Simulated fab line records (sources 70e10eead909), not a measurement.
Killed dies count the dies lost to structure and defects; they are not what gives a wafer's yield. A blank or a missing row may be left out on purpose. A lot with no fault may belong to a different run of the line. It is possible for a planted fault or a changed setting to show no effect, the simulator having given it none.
Matching of chambers ; flow nand_harc ; NHARC_A_WL_FILL_ALD_19 on ald_metal-02 has 4 sister chambers
The step deposits TiN, target thk 2 nm, pulse time 3 s, ald cycles 100. 4 wafers are shown with their chamber, then 10 later ones without.

## WAFERS, EACH WITH ITS CHAMBER
wafer;chamber;heater_power_w (W)
L084.5;3;1149
L084.6;2;1172
L089.3;0;1170
L089.4;1;1189

## WAFERS WITHOUT THEIR CHAMBER
wafer;heater_power_w (W)
L089.6;1129
L091.1;1155
L091.2;1185
L091.3;1135
L092.1;1142
L092.4;1155
L092.5;1134
L093.2;1136
L093.3;1136
L093.4;1191

## EACH ONE'S CHAMBER
wafer;from the rows above;in truth
L089.6;can't be placed: 3 or 0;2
L091.1;can't be placed: 3 or 0 or 2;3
L091.2;can't be placed: 1 or 2 or 0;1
L091.3;can't be placed: 3 or 0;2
L092.1;can't be placed: 3 or 0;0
L092.4;can't be placed: 3 or 0 or 2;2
L092.5;can't be placed: 3 or 0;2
L093.2;can't be placed: 3 or 0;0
L093.3;can't be placed: 3 or 0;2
L093.4;can't be placed: 1 or 2 or 0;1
0 of 10 placed correctly. Cannot be placed on the basis of these rows: 10; the candidates contain the true chamber in 6. Wrongly placed: 0.
How it was worked out, from the rows above alone: a wafer's distance from a chamber is the root of the sum, over the readings, of the square of ((its reading less the chamber's mean) divided by the reading's scatter). The wafer belongs to the nearest chamber; if the next one is less than 2 further off, it can't be placed. The mean given for a chamber averages the wafers shown for that chamber. The scatter (one wafer shown for each chamber): square how far every hidden wafer sits from the nearest shown wafer, average those squares and take the square root.
